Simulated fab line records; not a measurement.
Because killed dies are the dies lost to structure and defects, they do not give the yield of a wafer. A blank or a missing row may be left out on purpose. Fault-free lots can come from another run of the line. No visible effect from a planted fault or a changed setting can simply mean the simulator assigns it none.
Chamber matching / flow n5_finfet / 4 sister chambers for N5_BEOL_M9_STRIP_67 on rie_diel-01
The step strips in CF4. 4 wafers are shown with their chamber, then 9 later ones without.

## EACH WAFER AND ITS CHAMBER
wafer=L089.6; chamber=2; drypump_motor_current_A (A)=5.2
wafer=L091.2; chamber=3; drypump_motor_current_A (A)=5.6
wafer=L093.2; chamber=0; drypump_motor_current_A (A)=5.0
wafer=L093.6; chamber=1; drypump_motor_current_A (A)=5.8

## WAFERS WITH NO CHAMBER GIVEN
wafer=L094.1; drypump_motor_current_A (A)=5.6
wafer=L094.4; drypump_motor_current_A (A)=5.8
wafer=L094.5; drypump_motor_current_A (A)=5.2
wafer=L095.1; drypump_motor_current_A (A)=5.2
wafer=L095.3; drypump_motor_current_A (A)=5.6
wafer=L095.4; drypump_motor_current_A (A)=4.9
wafer=L097.2; drypump_motor_current_A (A)=5.0
wafer=L097.3; drypump_motor_current_A (A)=5.8
wafer=L097.5; drypump_motor_current_A (A)=5.2

## THE CHAMBER EACH PASSED THROUGH
wafer=L094.1; from the rows above=3; in truth=3
wafer=L094.4; from the rows above=1; in truth=1
wafer=L094.5; from the rows above=2; in truth=2
wafer=L095.1; from the rows above=2; in truth=2
wafer=L095.3; from the rows above=3; in truth=3
wafer=L095.4; from the rows above=0; in truth=0
wafer=L097.2; from the rows above=0; in truth=0
wafer=L097.3; from the rows above=1; in truth=1
wafer=L097.5; from the rows above=2; in truth=2
Placed correctly: 9 of 9. Can't be placed from these rows: 0. Number placed wrongly: 0.
How it was worked out, from the rows above alone: a wafer's distance from a chamber is the root of the sum, over the readings, of the square of ((its reading less the chamber's mean) divided by the reading's scatter). If the next closest chamber is less than 2 further off than the closest, the wafer can't be placed; otherwise it belongs to the closest. For every chamber, the mean is computed from those of its wafers that are shown. The scatter (one wafer shown for each chamber): square how far every hidden wafer sits from the nearest shown wafer, average those squares and take the square root.
